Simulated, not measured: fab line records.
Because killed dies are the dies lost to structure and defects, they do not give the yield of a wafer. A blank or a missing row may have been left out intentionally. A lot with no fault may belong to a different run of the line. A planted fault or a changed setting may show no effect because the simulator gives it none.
Split-lot study -- flow n5 finfet -- 21 wafers read from 7 lots, route of 1938 steps

## THE SPLIT
At N5_BEOL_M13_TRENCH_ETCH_34 (etches SiOC in C4F8/O2/Ar, target depth 413.47 nm, time 162.6 s), the setting time s was moved away from the recipe's 162.6 s on 5 of the 21 wafers read, by -16.2% to +18.7%. This setting was run at the recipe's value on the other wafers.

## FROM THE SPLIT TO THE READING: what the file shows between them, 10 steps
- N5_BEOL_M13_STRIP_70: strips in C4F8/O2/Ar
- N5_BEOL_M13_OCD_MEAS_35
- N5_BEOL_M13_SPUTTER_44: material Ta, target thk 10 nm, time 16.13 s (also split here: time s)
- N5_BEOL_M13_SPUTTER_45: material Cu, target thk 80 nm, time 13.33 s
- N5_BEOL_M13_ECD_47: material Cu, target thk 936 nm
- N5_BEOL_M13_ANNEAL_48: time 90 s
- N5_BEOL_M13_CMP_49: polishes, stops on SiOC, t overpolish 17.1 s, target thk 420 nm
- N5_BEOL_M13_THK_MEAS_50: measures by xrf
- N5_BEOL_M13_PRE_CLEAN_52: time 15 s
- N5_BEOL_M13_DEP_53: deposits SiCN from 3MS/NH3, target thk 50 nm, time 17.8 s

## THE READING
At N5_BEOL_M13_RS_MEAS_54, a four-point-probe measurement gives M13_RS in ohm/sq. A value of 0.0450 ohm/sq with a standard deviation of 0.00085 ohm/sq is what fault-free wafers of this fab line usually give.

wafer,"tool, chamber at the split","time s as run, s",against the recipe,"M13_RS, ohm/sq",against lot-mates on the recipe
L077.1,"rie diel-05, 3",162.6,recipe,0.0445,-
L077.4,"rie diel-05, 2",147.7,-9.2%,0.0486,+0.0039
L077.6,"rie diel-05, 1",162.6,recipe,0.0449,-
L076.1,"rie diel-04, 1",162.6,recipe,0.0459,-
L076.2,"rie diel-04, 2",162.6,recipe,0.0452,-
L076.3,"rie diel-04, 0",193,+18.7%,0.0377,-0.0079
L080.2,"rie diel-05, 0",162.6,recipe,0.0452,-
L080.3,"rie diel-05, 1",193,+18.7%,0.0379,-0.0075
L080.5,"rie diel-05, 1",162.6,recipe,0.0456,-
L083.2,"rie diel-04, 3",136.2,-16.2%,0.0542,+0.0083
L083.4,"rie diel-04, 2",162.6,recipe,0.0457,-
L083.6,"rie diel-04, 1",162.6,recipe,0.0461,-
L084.2,"rie diel-03, 0",162.6,recipe,0.0455,-
L084.4,"rie diel-03, 2",162.6,recipe,0.0441,-
L084.6,"rie diel-03, 1",148.3,-8.8%,0.0500,+0.0052
L093.1,"rie diel-03, 2",162.6,recipe,0.0444,-
L093.2,"rie diel-03, 0",162.6,recipe,0.0457,-
L093.4,"rie diel-03, 1",162.6,recipe,0.0462,-
L094.2,"rie diel-03, 1",162.6,recipe,0.0457,-
L094.3,"rie diel-03, 0",162.6,recipe,0.0451,-
L094.4,"rie diel-03, 3",162.6,recipe,0.0443,-

FIT RESULTS
A straight line over all 21 wafers: M13_RS changes by -0.000442 ohm/sq for each +1% of time s; r = -0.97; the points scatter about the line by 0.00078 ohm/sq.
The same after taking each lot's own level away (the mean of its wafers on the recipe; 21 wafers): -0.000448 ohm/sq for each +1%; r = -0.98; scatter 0.00062 ohm/sq.
Per that fit: largest time s move, reading shift of 0.0084 ohm/sq.
Across the lots, their own levels run from 0.04470 to 0.04590 ohm/sq, a range of 1.4 times the standard deviation given above.
Consequently the slope shifts little with the lot-to-lot level, the two slopes agreeing.
Check: with one of the wafers moved furthest among these (+18.7%) left out of the fit, the line predicts -0.00841 ohm/sq for it against its lot-mates. It came out at -0.00785 ohm/sq against them.

## THESE WAFERS: OTHER SPLITS
Before the reading, these wafers also passed through other splits. Each is held against what the fit with the lots' levels taken away leaves over:
other split on the same wafers,wafers away from the commonest value,r with M13_RS (lot level and that fit taken away)
N5_BEOL_M13_EXPOSE_07 dose mj,5,+0.17
N5_BEOL_M13_SPUTTER_44 time s,5,+0.17

## THE WHOLE CHAIN: every reading that the file lists as answering this split, in the file's order
step,what it does,reading,change (the file's fit),r (the file's)
N5_BEOL_M13_TRENCH_ETCH_34,"etches SiOC in C4F8/O2/Ar, target depth 413.47 nm, time 162.6 s","etch.depth nm (the simulator's own value, which no gauge read)",+4.16 nm for each +1% of the setting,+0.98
N5_BEOL_M13_OCD_MEAS_35,,trench depth nm,+4.17 nm for each +1% of the setting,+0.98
N5_BEOL_M13_CMP_49,"polishes, stops on SiOC, t overpolish 17.1 s, target thk 420 nm","Cu_of_BEOL_M13_ECD_47.thk nm (the simulator's own value, which no gauge read)",+4.18 nm for each +1% of the setting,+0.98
N5_BEOL_M13_THK_MEAS_50,measures by xrf,M13_THK,+4.3 for each +1% of the setting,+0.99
N5_BEOL_M13_RS_MEAS_54,measures by four-point-probe,M13_RS,-0.000446 for each +1% of the setting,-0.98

## FILE'S OWN FIT
M13_RS changes by -0.000446 ohm/sq for each +1% of time s, r = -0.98.
